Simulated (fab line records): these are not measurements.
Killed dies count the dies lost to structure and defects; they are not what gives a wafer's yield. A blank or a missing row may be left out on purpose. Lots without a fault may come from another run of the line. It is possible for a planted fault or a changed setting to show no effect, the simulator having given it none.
Chamber matching	flow nandHarc	aldHk-02 running NHARC_A_CHANNEL_FILL_D2_ALD_16: 4 sister chambers
The step deposits SiO2, target thk 1.5 nm, pulse time 10 s, ald cycles 15. 8 wafers are shown with their chamber, then 8 later ones without.

WAFERS, EACH WITH ITS CHAMBER
wafer	chamber	heaterPowerW (W)	precursorPulseHeightRel
L084.3	2	556	0.972
L083.2	1	533	0.989
L083.4	2	545	0.983
L083.5	3	435	0.997
L086.1	3	444	1.028
L086.3	1	542	1.004
L086.4	0	453	0.979
L088.1	0	455	1.021

WAFERS MISSING THEIR CHAMBER
wafer	heaterPowerW (W)	precursorPulseHeightRel
L088.2	525	0.982
L088.5	542	1.025
L093.2	548	1.032
L093.3	452	1.007
L093.6	529	0.989
L094.1	452	1.006
L094.3	527	1.031
L094.4	444	0.998

EACH ONE'S CHAMBER
wafer	from the rows above	in truth
L088.2	1	1
L088.5	can't be placed: 1 or 2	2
L093.2	can't be placed: 1 or 2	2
L093.3	can't be placed: 0 or 3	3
L093.6	1	1
L094.1	can't be placed: 0 or 3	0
L094.3	1	1
L094.4	can't be placed: 3 or 0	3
Correctly placed: 3 of 8. Not placeable from these rows: 5 (in 5, the candidates include the true chamber). Wrongly placed: 0.
How it was worked out, from the rows above alone: a wafer's distance from a chamber is the root of the sum, over the readings, of the square of ((its reading less the chamber's mean) divided by the reading's scatter). The wafer belongs to the nearest chamber; if the next one is less than 2 further off, it can't be placed. Each chamber's mean is taken over the wafers shown for it. The scatter is the square root of a quotient: the sum, over the shown wafers, of each reading's squared deviation from its chamber's mean, divided by wafers minus chambers.
